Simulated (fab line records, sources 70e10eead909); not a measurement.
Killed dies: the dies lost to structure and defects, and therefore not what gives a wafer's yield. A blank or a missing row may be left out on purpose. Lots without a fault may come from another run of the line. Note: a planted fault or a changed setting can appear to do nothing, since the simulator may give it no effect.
Which tool was responsible?    flow nand harc    13 lots, 37 wafers sampled, at 4 steps of a route of 1159

## WHAT EACH GAUGE READ, for each wafer
Not one reading of a measure or inspect step in the record can be checked against a usual standard deviation.

## WHICH TOOL RAN EACH LOT (tool, then ch and the chambers of the sampled wafers, then the start)
lot   NHARC_A_CHANNEL_HOLE_D1_STRIP_27               NHARC_A_CHANNEL_FILL_D1_ALD_15                  NHARC_A_CHANNEL_FILL_D1_ETCHBACK_08  NHARC_A_CHANNEL_FILL_D1_RTA_24
L206  rie diel-02 ch 0,1, day 10 06:13 or earlier    ald sin batch-01 ch 0, day 10 06:13 or earlier  rie diel-06 ch 0,3, day 10 06:13     rtp anneal-02 ch 0, day 10 12:35
L210  rie diel-10 ch 0,1,3, day 11 01:31 or earlier  ald sin batch-02 ch 0, day 11 01:31 or earlier  rie diel-04 ch 0,2,3, day 11 01:31   rtp anneal-01 ch 0, day 11 07:47
L208  rie diel-02 ch 1,2,3, day 10 21:50 or earlier  ald sin batch-02 ch 0, day 10 21:50 or earlier  rie diel-06 ch 0,1,2, day 10 21:50   rtp anneal-02 ch 0, day 11 04:14
L207  rie diel-10 ch 0,1, day 11 06:26 or earlier    ald sin batch-01 ch 0, day 11 06:26 or earlier  rie diel-09 ch 1,2,3, day 11 06:26   rtp anneal-02 ch 0, day 11 12:21
L209  rie diel-02 ch 0,3, day 11 06:11 or earlier    ald sin batch-01 ch 0, day 11 06:11 or earlier  rie diel-09 ch 2,3, day 11 06:11     rtp anneal-01 ch 0, day 11 12:20
L215  rie diel-08 ch 2,3, day 12 21:05 or earlier    ald sin batch-02 ch 0, day 12 21:05 or earlier  rie diel-06 ch 0,1,3, day 12 21:05   rtp anneal-02 ch 0, day 13 03:11
L219  rie diel-02 ch 1,3, day 13 16:36 or earlier    ald sin batch-02 ch 0, day 13 16:36 or earlier  rie diel-06 ch 2,3, day 13 16:36     rtp anneal-01 ch 0, day 13 23:15
L218  rie diel-02 ch 1,2,3, day 13 16:29 or earlier  ald sin batch-02 ch 0, day 13 16:29 or earlier  rie diel-09 ch 1,3, day 13 16:29     rtp anneal-01 ch 0, day 13 23:20
L220  rie diel-02 ch 0,2, day 12 13:35 or earlier    ald sin batch-03 ch 0, day 12 13:35             rie diel-06 ch 0,2, day 13 21:07     rtp anneal-01 ch 0, day 14 03:26
L223  rie diel-08 ch 0,1, day 14 07:26 or earlier    ald sin batch-01 ch 0, day 14 07:26 or earlier  rie diel-09 ch 0,2,3, day 14 07:26   rtp anneal-01 ch 0, day 14 13:45
L224  rie diel-08 ch 1,2, day 14 21:03 or earlier    ald sin batch-01 ch 0, day 14 21:03 or earlier  rie diel-09 ch 0,3, day 14 21:03     rtp anneal-01 ch 0, day 15 03:21
L226  rie diel-02 ch 1,2, day 15 07:56 or earlier    ald sin batch-01 ch 0, day 15 07:56 or earlier  rie diel-09 ch 0,1, day 15 07:56     rtp anneal-01 ch 0, day 15 14:00
L229  rie diel-02 ch 0,1,2, day 16 05:49 or earlier  ald sin batch-02 ch 0, day 16 05:49 or earlier  rie diel-06 ch 2,3, day 16 05:49     rtp anneal-01 ch 0, day 16 12:05
- NHARC_A_CHANNEL_HOLE_D1_STRIP_27: strips in O2.
- NHARC_A_CHANNEL_FILL_D1_ALD_15: deposits SiNx, target thk 2 nm, pulse time 60 s, ald cycles 19.
- NHARC_A_CHANNEL_FILL_D1_ETCHBACK_08: etches the open film in C4F8, target depth 220 nm, time 110 s.
- NHARC_A_CHANNEL_FILL_D1_RTA_24: time 5 s.

## WHAT THE TOOLS THEMSELVES READ (means of the sampled wafers that have a number; where no wafer has one, the mark that the record gives instead)
NHARC_A_CHANNEL_HOLE_D1_STRIP_27. Usual: drypump motor current A 5.7 A, standard deviation 0.41; oes product au 0.994 a.u., standard deviation 0.013; rf vpp V 57.9 V, standard deviation 0.79; showerhead plenum p Torr 3.57 Torr, standard deviation 0.09; throttle valve pct 17.036 %, standard deviation 0.0091.
lot   tool         drypump motor current A (A)  oes product au (a.u.)  rf vpp V (V)  showerhead plenum p Torr (Torr)  throttle valve pct (%)  flag
L206  rie diel-02  5.7                          1.010                  58.9          3.59                             17.026                  
L210  rie diel-10  6.1                          0.987                  57.0          3.56                             17.030                  
L208  rie diel-02  6.1                          0.994                  58.3          3.60                             17.035                  
L207  rie diel-10  5.9                          1.002                  58.2          3.52                             17.039                  
L209  rie diel-02  5.8                          1.007                  58.3          3.49                             17.040                  
L215  rie diel-08  5.3                          1.006                  58.1          3.64                             17.031                  
L219  rie diel-02  6.1                          1.000                  57.8          3.56                             17.026                  
L218  rie diel-02  6.1                          1.000                  58.4          3.60                             17.040                  
L220  rie diel-02  5.8                          0.984                  58.4          3.62                             17.032                  
L223  rie diel-08  5.5                          0.980                  57.4          3.52                             17.040                  
L224  rie diel-08  5.7                          0.976                  57.4          3.50                             17.031                  
L226  rie diel-02  6.2                          0.986                  58.0          3.66                             17.037                  
L229  rie diel-02  5.9                          0.994                  59.2          3.63                             17.035                  

NHARC_A_CHANNEL_FILL_D1_ALD_15. Usual: precursor pulse height rel at 0.998, with a standard deviation of 0.021.
lot   tool              precursor pulse height rel  flag
L206  ald sin batch-01  0.971                       
L210  ald sin batch-02  0.998                       
L208  ald sin batch-02  1.005                       
L207  ald sin batch-01  1.016                       
L209  ald sin batch-01  1.005                       
L215  ald sin batch-02  1.009                       
L219  ald sin batch-02  0.998                       
L218  ald sin batch-02  0.994                       
L220  ald sin batch-03  1.002                       
L223  ald sin batch-01  1.012                       
L224  ald sin batch-01  1.012                       
L226  ald sin batch-01  1.013                       
L229  ald sin batch-02  1.007                       

NHARC_A_CHANNEL_FILL_D1_ETCHBACK_08. Usual: oes product au 0.96 a.u., standard deviation 0.038; rf vpp V 440.7 V, standard deviation 2.8; run length s 131.2 s, standard deviation 0.42.
lot   tool         oes product au (a.u.)  rf vpp V (V)  run length s (s)  flag
L206  rie diel-06  0.93                   443.9         131.2             
L210  rie diel-04  0.93                   441.6         131.0             
L208  rie diel-06  0.93                   441.7         131.0             
L207  rie diel-09  0.93                   437.7         131.1             
L209  rie diel-09  0.94                   437.6         131.0             
L215  rie diel-06  0.92                   442.1         138.9             OFF
L219  rie diel-06  0.94                   443.6         142.8             OFF
L218  rie diel-09  0.96                   438.1         131.1             
L220  rie diel-06  0.99                   443.0         142.8             OFF
L223  rie diel-09  0.94                   438.2         131.2             
L224  rie diel-09  0.99                   439.6         131.7             
L226  rie diel-09  0.92                   438.0         131.5             
L229  rie diel-06  0.93                   444.2         131.3             

NHARC_A_CHANNEL_FILL_D1_RTA_24. Usual: lamp power pct 29.6 %, standard deviation 1.1; lamp_zone_1_pct 29.6 %, standard deviation 1.1; lamp_zone_3_pct 29.6 %, standard deviation 1.1; lamp_zone_4_pct 29.6 %, standard deviation 1.1; wafer_temp_C_max 1004.1, standard deviation 1.4.
lot   tool           lamp power pct (%)  lamp_zone_1_pct (%)  lamp_zone_3_pct (%)  lamp_zone_4_pct (%)  wafer_temp_C_max  flag
L206  rtp anneal-02  30.9                30.9                 30.9                 30.9                 1002.8            
L210  rtp anneal-01  28.7                28.7                 28.7                 28.7                 1004.9            
L208  rtp anneal-02  30.9                30.9                 30.9                 30.9                 1003.1            
L207  rtp anneal-02  30.9                30.8                 30.8                 30.8                 1003.1            
L209  rtp anneal-01  28.7                28.7                 28.7                 28.7                 1005.8            
L215  rtp anneal-02  30.9                30.9                 30.9                 30.9                 1002.3            
L219  rtp anneal-01  28.7                28.6                 28.6                 28.6                 1004.8            
L218  rtp anneal-01  28.6                28.7                 28.6                 28.7                 1005.4            
L220  rtp anneal-01  28.6                28.6                 28.7                 28.6                 1005.3            
L223  rtp anneal-01  28.7                28.7                 28.7                 28.7                 1003.7            
L224  rtp anneal-01  28.7                28.7                 28.7                 28.7                 1004.6            
L226  rtp anneal-01  28.7                28.7                 28.7                 28.7                 1005.2            
L229  rtp anneal-01  28.7                28.6                 28.6                 28.7                 1004.5            

## THE ANSWER, worked out from the rows above alone
Rule: lot off if the mean of its wafers having a number is beyond 3 standard deviations from the usual mean. A lot without any number at a reading at which 4 lots or more have one is off too. Any other lot the step has rows for is counted as sound. The gauges are gone through in route order, then the tools' own readings, and for those a lot's mean is taken as printed above. The first step at which some lot is off is used, and at that step the reading that is off furthest; a lot without a number counts as furthest.
Off, at NHARC_A_CHANNEL_FILL_D1_ETCHBACK_08 on run length s: L215, L219, L220.
A tool fits if, at that step or a process step before it, it ran every lot that is off, and no sound lot after the first of them. NHARC_A_CHANNEL_HOLE_D1_STRIP_27 gives no start for some lots, so the hours and the order of its lots are those of NHARC_A_CHANNEL_FILL_D1_ETCHBACK_08. NHARC_A_CHANNEL_FILL_D1_ALD_15 gives no start for some lots, so the hours and the order of its lots are those of NHARC_A_CHANNEL_FILL_D1_ETCHBACK_08. No candidate that was tried fits.

## WHAT THE SIMULATOR HAD PUT IN
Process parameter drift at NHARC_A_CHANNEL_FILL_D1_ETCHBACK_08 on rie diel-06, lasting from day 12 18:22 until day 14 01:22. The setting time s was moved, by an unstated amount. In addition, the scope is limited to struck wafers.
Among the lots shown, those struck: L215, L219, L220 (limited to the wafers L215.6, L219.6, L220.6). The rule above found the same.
